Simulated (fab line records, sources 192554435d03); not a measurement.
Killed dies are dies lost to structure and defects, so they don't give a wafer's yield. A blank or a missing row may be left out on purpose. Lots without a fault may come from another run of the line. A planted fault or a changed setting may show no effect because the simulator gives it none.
fab line records | flow n5_finfet
record lots=6 wafers=18 last_day=17
route steps=1938 shown MOL_CONTACT_COAG@529 BEOL_M4@1111
lots that met no fault: from a run of the same line without faults
start_h: hours from the record's first day to the start of the lot's first wafer shown | wait_h: hours since the lot's step before | " the same as in the row above | L1.1+2: a row that stands for several wafers | - no value, or no start given | * or withheld: withheld | < > ~ a bound
route shown NAME@n: a module of which the file shows steps, and the number in the route of the first | usual: mean/standard deviation of fault-free wafers | same: alike in all rows | chamber/n: place in a boat | sites: the reading at each site | _std_site: their standard deviation | _edge_site: outer sites' mean less inner sites' | radius_mm: how far each site lies from the wafer's centre | mask NAME#n: copy n | behind: the tool/chamber that last shaped the wafer | hold: why the lot was held/for how many hours/how that ended | device: the transistor (n, p or np) that didn't switch | end of line: the same wafers' tests at the end of the route | a step without rows: its recipe alone | killed: dies lost to structure and defects at the first sort, not the wafer's yield | map: a wafer's dies, x killed, . not, _ none there
set.NAME: the setting as run; set.NAME@STEP: as run at that earlier step | model.NAME: the simulator's own value behind a step, which no gauge read
lots at some steps of the route; a table a step, a row a wafer
services: from which hour (start_h, from the record's first day; less than 0 if before it) a tool's chamber was out of use, for how many hours, and why
## steps
# step N5_MOL_CONTACT_COAG_DESCUM_13
# recipe chemistry=O2 time_s=7 source_power_w=50 bias_power_w=20 pressure_mtorr=20 rf_frequency_hz=2.712e+07 temp_c=40 resist=CAR-EUV o2_flow_sccm=225
# step N5_MOL_CONTACT_COAG_ETCH_59
# recipe chemistry=N2/H2 target=underlayer target_depth_a=130 mask_material=CAR-EUV time_s=10.4 ion_energy_ev=200 pressure_mtorr=30 source_w=840 bias_w=150 n2_flow_sccm=200 h2_flow_sccm=200 ends=cleared
# usual drypump_motor_current_A=5.6/0.54 etch_rf_on_time_s=10.33/0.27 oes_product_au=0.70/0.088 rf_vpp_V=523.7/2.8 showerhead_plenum_p_Torr=2.54/0.095 throttle_valve_pct=17.84/0.28
# columns lot.wafer tool chamber start_h wait_h drypump_motor_current_A etch_rf_on_time_s oes_product_au rf_hours_counter_h rf_vpp_V showerhead_plenum_p_Torr throttle_valve_pct
L306.3 rie_diel-02 0 99.88 0.0 5.5 10.22 0.83 6 526.7 2.72 17.78
L306.5 " 0 " " 5.5 10.21 0.82 - 528.5 2.72 17.77
L306.6 " 3 " " 6.2 10.62 0.59 - 523.7 2.49 18.00
L309.2 rie_diel-02 3 112.56 0.0 6.1 10.53 0.58 236 521.9 2.49 18.00
L309.4 " 3 " " 6.1 10.53 0.59 - 522.3 2.49 17.99
L309.6 " 1 " " 6.4 10.36 0.67 - 519.0 2.46 17.60
L319.1 rie_diel-01 0 171.27 0.0 4.7 10.83 0.61 200 524.4 2.53 17.82
L319.2 " 1 " " 5.1 10.52 0.62 175 520.9 2.45 18.44
L319.5 " 1 " " 5.1 10.50 0.62 - 520.8 2.45 18.45
L323.3 rie_diel-01 3 195.08 0.0 5.4 10.40 0.76 38 521.5 2.46 17.64
L323.4 " 2 " " 6.2 10.54 0.80 11 526.0 2.59 17.65
L323.6 " 3 " " 5.4 10.47 0.75 - 522.0 2.46 17.65
L327.2 rie_diel-01 2 219.33 0.0 6.2 10.62 0.77 20 524.8 2.59 17.66
L327.3 " 1 " " 5.0 10.64 0.60 192 519.8 2.44 18.46
L327.6 " 2 " " 6.2 10.58 0.77 - 526.3 2.59 17.67
L328.1 rie_diel-02 3 224.84 0.0 6.1 10.25 0.79 20 523.2 2.47 17.66
L328.3 " 2 " " 5.8 10.08 0.75 38 524.3 2.61 17.81
L328.6 " 1 " " 6.4 10.37 0.65 - 521.8 2.44 17.68
# step N5_MOL_CONTACT_COAG_ETCH_105
# recipe chemistry=CF4 target=SiARC target_depth_a=156 mask_material=CAR-EUV time_s=26 ion_energy_ev=80 pressure_mtorr=40 source_w=545 bias_w=36 Ar_flow_sccm=100 cf4_flow_sccm=100 ends=cleared
# step N5_MOL_CONTACT_COAG_ETCH_106
# recipe chemistry=N2/H2 target=SOC target_depth_a=800 overetch_a=160 mask_material=SiARC temp_c=40 time_s=120 ion_energy_ev=200 pressure_mtorr=30 source_w=840 bias_w=150 n2_flow_sccm=200 h2_flow_sccm=200
# usual drypump_motor_current_A=5.6/0.54 oes_product_au=0.73/0.086 rf_vpp_V=523.8/2.7 showerhead_plenum_p_Torr=2.54/0.095 throttle_valve_pct=17.81/0.28
# columns lot.wafer tool chamber start_h wait_h drypump_motor_current_A oes_product_au rf_hours_counter_h rf_vpp_V showerhead_plenum_p_Torr throttle_valve_pct
L306.3 rie_diel-02 0 99.93 0.0 5.5 0.86 6 527.3 2.72 17.74
L306.5 " 0 " " 5.5 0.86 - 528.9 2.72 17.74
L306.6 " 3 " " 6.1 0.62 - 523.9 2.49 17.96
L309.2 rie_diel-02 3 112.61 0.0 6.1 0.62 236 522.2 2.49 17.97
L309.4 " 3 " " 6.1 0.62 - 521.5 2.49 17.96
L309.6 " 1 " " 6.3 0.72 - 521.2 2.46 17.59
L319.1 rie_diel-01 0 171.32 0.0 4.7 0.66 200 523.1 2.53 17.78
L319.2 " 1 " " 5.0 0.66 175 520.3 2.45 18.40
L319.5 " 1 " " 5.0 0.65 - 522.1 2.45 18.42
L323.3 rie_diel-01 3 195.13 0.0 5.4 0.79 38 522.9 2.46 17.62
L323.4 " 2 " " 6.2 0.83 11 525.0 2.59 17.62
L323.6 " 3 " " 5.4 0.79 - 521.6 2.46 17.61
L327.2 rie_diel-01 2 219.38 0.0 6.2 0.82 20 525.4 2.59 17.65
L327.3 " 1 " " 5.0 0.64 192 519.7 2.44 18.42
L327.6 " 2 " " 6.2 0.82 - 524.7 2.59 17.64
L328.1 rie_diel-02 3 224.88 0.0 6.1 0.83 21 522.0 2.47 17.63
L328.3 " 2 " " 5.8 0.77 38 525.4 2.61 17.79
L328.6 " 1 " " 6.3 0.68 - 522.8 2.44 17.66
# step N5_MOL_CONTACT_COAG_STRIP_107
# recipe chemistry=N2/H2 temp_c=40 n2_flow_sccm=200 h2_flow_sccm=200 rf_frequency_hz=6e+07
# step N5_MOL_CONTACT_COAG_STRIP_108
# recipe chemistry=N2/H2 temp_c=40 n2_flow_sccm=200 h2_flow_sccm=200 rf_frequency_hz=6e+07
# step N5_MOL_CONTACT_COAG_CONTACT_ETCH_14
# recipe chemistry=C4F6/O2 target=SiO2 target_depth_a=275 overetch_a=85 mask_material=SOC pressure_mtorr=30 source_w=370 bias_w=185 Ar_flow_sccm=300 C4F6_flow_sccm=16 O2_flow_sccm=10 time_s=20 ion_energy_ev=259.6
# usual drypump_motor_current_A=5.6/0.54 oes_o_777_au=0.82/0.099 oes_product_au=0.70/0.081 rf_vpp_V=693/3.5 showerhead_plenum_p_Torr=2.88/0.11 throttle_valve_pct=21.28/0.24
# columns lot.wafer tool chamber start_h wait_h drypump_motor_current_A oes_o_777_au oes_product_au rf_hours_counter_h rf_vpp_V showerhead_plenum_p_Torr throttle_valve_pct
L306.3 rie_diel-02 0 100.03 0.0 5.5 0.98 0.82 6 698 3.09 21.28
L306.5 " 0 " " 5.5 0.99 0.82 - 699 3.09 21.30
L306.6 " 3 " " 6.2 0.69 0.59 - 693 2.84 21.51
L309.2 rie_diel-02 3 112.71 0.0 6.1 0.69 0.59 236 692 2.84 21.51
L309.4 " 3 " " 6.1 0.69 0.59 - 691 2.84 21.51
L309.6 " 1 " " 6.3 0.80 0.68 - 690 2.81 21.15
L319.1 rie_diel-01 0 171.42 0.0 4.7 0.71 0.62 200 692 2.83 21.02
L319.2 " 1 " " 5.0 0.74 0.63 175 687 2.77 21.76
L319.5 " 1 " " 5.1 0.75 0.63 - 689 2.77 21.77
L323.3 rie_diel-01 3 195.23 0.0 5.4 0.87 0.76 38 691 2.81 21.11
L323.4 " 2 " " 6.2 0.91 0.79 11 696 2.95 21.19
L323.6 " 3 " " 5.4 0.87 0.75 - 691 2.81 21.11
L327.2 rie_diel-01 2 219.48 0.0 6.2 0.89 0.79 20 695 2.95 21.21
L327.3 " 1 " " 5.0 0.73 0.62 192 689 2.76 21.78
L327.6 " 2 " " 6.2 0.90 0.78 - 695 2.95 21.19
L328.1 rie_diel-02 3 224.98 0.0 6.1 0.92 0.78 21 691 2.82 21.25
L328.3 " 2 " " 5.8 0.85 0.73 38 694 2.94 21.24
L328.6 " 1 " " 6.3 0.77 0.65 - 690 2.79 21.20
# step N5_MOL_CONTACT_COAG_STRIP_109
# recipe chemistry=C4F6/O2 resist=SiARC rf_frequency_hz=6e+07
# step N5_MOL_CONTACT_COAG_ETCH_15
# recipe chemistry=CH3F/O2 target=SiNx target_depth_a=70 mask_material=SOC stop_on=Si:P over_etch_frac=0.75 ion_energy_ev=120 pressure_mtorr=30 source_w=395 bias_w=73 Ar_flow_sccm=150 CH3F_flow_sccm=30 O2_flow_sccm=20
# usual drypump_motor_current_A=5.6/0.54 oes_o_777_au=0.82/0.096 oes_product_au=0.60/0.069 rf_vpp_V=295/5.3 showerhead_plenum_p_Torr=2.00/0.079 throttle_valve_pct=16.33/0.24
# columns lot.wafer tool chamber start_h wait_h drypump_motor_current_A oes_o_777_au oes_product_au rf_hours_counter_h rf_vpp_V showerhead_plenum_p_Torr throttle_valve_pct
L306.3 rie_diel-02 0 100.07 0.0 5.5 0.99 0.70 6 291 2.16 16.22
L306.5 " 0 " " 5.5 0.97 0.70 - 291 2.16 16.22
L306.6 " 3 " " 6.1 0.70 0.51 - 293 1.97 16.59
L309.2 rie_diel-02 3 112.74 0.0 6.1 0.70 0.51 236 292 1.97 16.61
L309.4 " 3 " " 6.1 0.70 0.51 - 293 1.97 16.63
L309.6 " 1 " " 6.3 0.81 0.58 - 288 1.95 16.22
L319.1 rie_diel-01 0 171.45 0.0 4.7 0.71 0.54 200 293 1.96 16.21
L319.2 " 1 " " 5.0 0.74 0.54 175 298 1.92 16.80
L319.5 " 1 " " 5.0 0.74 0.54 - 298 1.92 16.80
L323.3 rie_diel-01 3 195.26 0.0 5.4 0.85 0.64 38 306 1.95 16.13
L323.4 " 2 " " 6.2 0.91 0.68 11 296 2.05 16.17
L323.6 " 3 " " 5.4 0.86 0.65 - 306 1.95 16.13
L327.2 rie_diel-01 2 219.52 0.0 6.2 0.90 0.66 20 294 2.05 16.18
L327.3 " 1 " " 5.0 0.72 0.52 192 299 1.91 16.82
L327.6 " 2 " " 6.2 0.90 0.67 - 296 2.05 16.18
L328.1 rie_diel-02 3 225.02 0.0 6.1 0.92 0.68 21 293 1.96 16.25
L328.3 " 2 " " 5.8 0.86 0.63 38 304 2.05 16.23
L328.6 " 1 " " 6.3 0.78 0.55 - 287 1.93 16.28
# step N5_MOL_CONTACT_COAG_ETCH_110
# recipe chemistry=CF4/O2 target=Si target_depth_a=25 time_s=8 pressure_mtorr=100 source_w=200 bias_w=12 ion_energy_ev=60 Ar_flow_sccm=100 cf4_flow_sccm=100 O2_flow_sccm=10
# usual drypump_motor_current_A=5.6/0.54 oes_o_777_au=0.82/0.1 oes_product_au=0.82/0.1 rf_vpp_V=126.3/2.8 showerhead_plenum_p_Torr=2.22/0.079 throttle_valve_pct=10.71/0.29
# columns lot.wafer tool chamber start_h wait_h drypump_motor_current_A oes_o_777_au oes_product_au rf_hours_counter_h rf_vpp_V showerhead_plenum_p_Torr throttle_valve_pct
L306.3 rie_diel-02 0 100.13 0.0 5.5 1.00 0.98 6 124.8 2.38 10.44
L306.5 " 0 " " 5.5 0.99 0.96 - 123.6 2.38 10.43
L306.6 " 3 " " 6.1 0.68 0.69 - 125.1 2.20 11.15
L309.2 rie_diel-02 3 112.80 0.0 6.1 0.68 0.69 236 123.6 2.20 11.17
L309.4 " 3 " " 6.1 0.68 0.69 - 123.4 2.20 11.17
L309.6 " 1 " " 6.3 0.81 0.79 - 123.4 2.16 10.64
L319.1 rie_diel-01 0 171.51 0.0 4.7 0.70 0.72 200 124.6 2.20 10.82
L319.2 " 1 " " 5.0 0.76 0.72 175 127.8 2.13 11.12
L319.5 " 1 " " 5.0 0.77 0.73 - 127.1 2.13 11.11
L323.3 rie_diel-01 3 195.32 0.0 5.4 0.85 0.87 38 131.1 2.18 10.43
L323.4 " 2 " " 6.2 0.91 0.93 11 127.0 2.28 10.45
L323.6 " 3 " " 5.4 0.85 0.87 - 133.1 2.18 10.43
L327.2 rie_diel-01 2 219.58 0.0 6.2 0.89 0.92 20 127.6 2.28 10.47
L327.3 " 1 " " 5.0 0.75 0.72 192 127.2 2.12 11.17
L327.6 " 2 " " 6.2 0.90 0.92 - 126.4 2.28 10.47
L328.1 rie_diel-02 3 225.08 0.0 6.1 0.90 0.92 21 123.4 2.18 10.55
L328.3 " 2 " " 5.8 0.85 0.88 38 131.2 2.27 10.53
L328.6 " 1 " " 6.3 0.78 0.76 - 122.4 2.15 10.73
# step N5_MOL_CONTACT_COAG_STRIP_98
# recipe chemistry=N2/H2 power_w=500 temp_c=40 pressure_mtorr=50 rf_frequency_hz=6e+07 overash_fraction=0.3 bias_power_w=8 h2_frac=0.5 n2_flow_sccm=300 h2_flow_sccm=300
# step N5_MOL_CONTACT_COAG_CD_MEAS_99
# recipe target_cd_nm=17.2 polarity=opening
# usual cd_nm=17.4/0.35
# columns lot.wafer tool chamber start_h wait_h cd_nm
L306.3 cd_sem-03 - 100.25 - 17.1
L306.5 " - " " 17.4
L306.6 " - " " 18.0
L309.2 cd_sem-01 - 112.92 - 17.6
L309.4 " - " " 18.0
L309.6 " - " " 17.0
L319.1 cd_sem-03 - 171.63 - 17.6
L319.2 " - " " 17.3
L319.5 " - " " 17.6
L323.3 cd_sem-01 - 195.45 - 17.4
L323.4 " - " " 17.4
L323.6 " - " " 17.5
L327.2 cd_sem-02 - 219.70 - 16.2
L327.3 " - " " 16.9
L327.6 " - " " 16.6
L328.1 cd_sem-02 - 225.20 - 17.2
L328.3 " - " " 17.0
L328.6 " - " " 17.3
# step N5_MOL_CONTACT_COAG_IMPLANT_129
# recipe species=Ge energy_kev=3 dose_cm2=6e+14 tilt_deg=0 rotation_deg=0
# usual beam_energy_keV=3.0002/0.00084 end_station_pressure_torr=5.8e-06/3.2e-07
# columns lot.wafer tool chamber start_h wait_h beam_energy_keV end_station_pressure_torr model.implant.rp_nm model.implant.drp_nm
L306.3 implanter-02 0 100.34 0.1 3.0003 6e-06 5.993 2.134
L306.5 " 0 " " 3.0011 5.9e-06 5.993 2.134
L306.6 " 0 " " 3.0011 5.7e-06 5.993 2.134
L309.2 implanter-01 0 112.98 0.1 3.0000 6.4e-06 6.078 2.134
L309.4 " 0 " " 3.0010 6.2e-06 6.078 2.134
L309.6 " 0 " " 2.9999 5.3e-06 6.078 2.134
L319.1 implanter-01 0 171.66 0.0 7.7913 1.08e-05 10.88 3.889
L319.2 " 0 " " 7.7918 1.13e-05 10.88 3.889
L319.5 " 0 " " 7.7920 1.03e-05 10.88 3.889
L323.3 implanter-01 0 195.54 0.1 7.7907 1.07e-05 10.61 3.889
L323.4 " 0 " " 7.7908 1.1e-05 10.61 3.889
L323.6 " 0 " " 7.7908 1.1e-05 10.61 3.889
L327.2 implanter-02 0 219.76 0.1 3.0021 6.1e-06 6.318 2.134
L327.3 " 0 " " 3.0006 5.4e-06 6.318 2.134
L327.6 " 0 " " 3.0008 6.1e-06 6.318 2.134
L328.1 implanter-02 0 225.24 0.0 3.0005 5.9e-06 6.337 2.134
L328.3 " 0 " " 3.0002 6e-06 6.337 2.134
L328.6 " 0 " " 3.0002 6.2e-06 6.337 2.134
# step N5_MOL_CONTACT_COAG_PRECLEAN_111
# recipe chemistry=NF3:NH3 afs_cycles=1 temp_c=30 time_s=20 sublimation_temp_c=180 sublimation_time_s=60 pressure_torr=3 rf_power_w=30
# step N5_BEOL_M4_RC_MEAS_101
# usual DIBL_N=36.8/1.5 DIBL_P=37.1/2.1 IOFF_N=0.168/0.03 IOFF_P=0.22/0.034 ION_N=679/12 ION_P=466/8 SS_N=71.7/0.58 SS_P=73.5/0.67 VT_N=248.8/2.7 VT_P=-250/3.3
# columns lot.wafer tool chamber start_h wait_h DIBL_N[mV/V] DIBL_P[mV/V] IOFF_N[nA/um] IOFF_P[nA/um] ION_N[uA/um] ION_P[uA/um] SS_N[mV/dec] SS_P[mV/dec] VT_N[mV] VT_P[mV]
L306.3 prober-01 0 170.95 0.3 37.1 38.3 0.189 0.25 681 461 71.5 73.4 245.9 -247
L306.5 " 0 " " 37.0 37.9 0.182 0.25 684 467 71.4 74.3 248.8 -247
L306.6 " 0 " " 38.0 39.9 0.210 0.28 692 471 71.4 74.6 246.4 -245
L309.2 prober-02 0 179.72 0.2 37.0 38.1 0.181 0.24 689 472 72.0 73.5 247.1 -250
L309.4 " 0 " " 35.9 37.1 0.148 0.22 671 464 71.5 73.0 252.6 -250
L309.6 " 0 " " 38.3 39.8 0.207 0.27 684 472 72.3 73.8 245.8 -246
L319.1 prober-02 0 246.51 0.0 36.5 35.4 0.149 0.21 667 456 72.3 74.0 251.8 -254
L319.2 " 0 " " 35.9 33.7 0.131 0.18 656 454 71.4 73.4 252.7 -252
L319.5 " 0 " " 35.8 34.1 0.133 0.18 658 451 71.8 73.0 253.8 -254
L323.3 prober-01 0 268.76 0.3 39.5 39.8 0.216 0.26 719 478 71.9 75.0 244.0 -250
L323.4 " 0 " " 38.2 38.4 0.188 0.23 706 478 72.1 74.7 245.2 -250
L323.6 " 0 " " 36.8 35.6 0.147 0.19 681 462 71.5 72.9 251.8 -253
L327.2 prober-02 0 296.74 0.2 38.0 37.6 0.201 0.27 688 467 72.2 73.3 247.5 -246
L327.3 " 0 " " 34.4 33.6 0.137 0.19 673 464 71.1 72.2 249.0 -251
L327.6 " 0 " " 37.1 36.5 0.189 0.25 692 475 71.8 73.0 245.8 -245
L328.1 prober-01 0 314.51 0.0 36.6 37.8 0.161 0.24 677 472 71.6 73.3 247.9 -245
L328.3 " 0 " " 37.6 37.9 0.165 0.24 670 466 71.9 74.0 251.3 -247
L328.6 " 0 " " 36.5 36.5 0.147 0.22 673 466 71.4 73.2 250.9 -251
## services
# columns tool chamber start_h hours kind
rie_diel-02 - 81.95 0.2 repair
rie_diel-02 2 96.77 1.5 repair
rie_diel-02 2 101.58 - clean
rie_diel-02 2 101.58 - consumable_replace:focus_ring
rie_diel-02 2 101.58 20.0 scheduled_down
rie_diel-02 2 101.58 20.0 vent_cycle
rie_diel-01 3 130.35 4.5 repair
rie_diel-01 2 147.45 - clean
rie_diel-01 2 147.45 - consumable_replace:focus_ring
rie_diel-01 2 147.45 14.8 scheduled_down
rie_diel-01 2 147.45 14.8 vent_cycle
rie_diel-02 3 148.32 - clean
rie_diel-02 3 148.32 - consumable_replace:focus_ring
rie_diel-02 3 148.32 21.2 scheduled_down
rie_diel-02 3 148.32 21.2 vent_cycle
rie_diel-01 - 148.96 0.1 repair
rie_diel-02 1 158.46 5.5 repair
implanter-01 - 202.83 90.4 repair
implanter-02 - 208.41 6.7 repair
## key
first_sign step=N5_MOL_CONTACT_COAG_IMPLANT_129 reading=beam_energy_keV direction=up sigmas=99+ usual=3.0002 struck=7.7912
effect step=N5_MOL_CONTACT_COAG_IMPLANT_129 reading=end_station_pressure_torr direction=up sigmas=16 usual=5.8e-06 struck=1.09e-05
model_effect step=N5_MOL_CONTACT_COAG_IMPLANT_129 value=implant.rp_nm without=6.138 struck=10.75
met_at N5_MOL_CONTACT_COAG_IMPLANT_129
struck_wafers L319.1,L319.2,L319.5,L323.3,L323.4,L323.6
onset_between 112.98 171.66
fault kind=process_parameter_drift tool=implanter-01 chamber=- onset_h=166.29 steps=N5_MOL_CONTACT_COAG_IMPLANT_129 channel=energy_kev offset=4.7913 shape=step end_h=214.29 acts_in=these_recipes_only stated=3
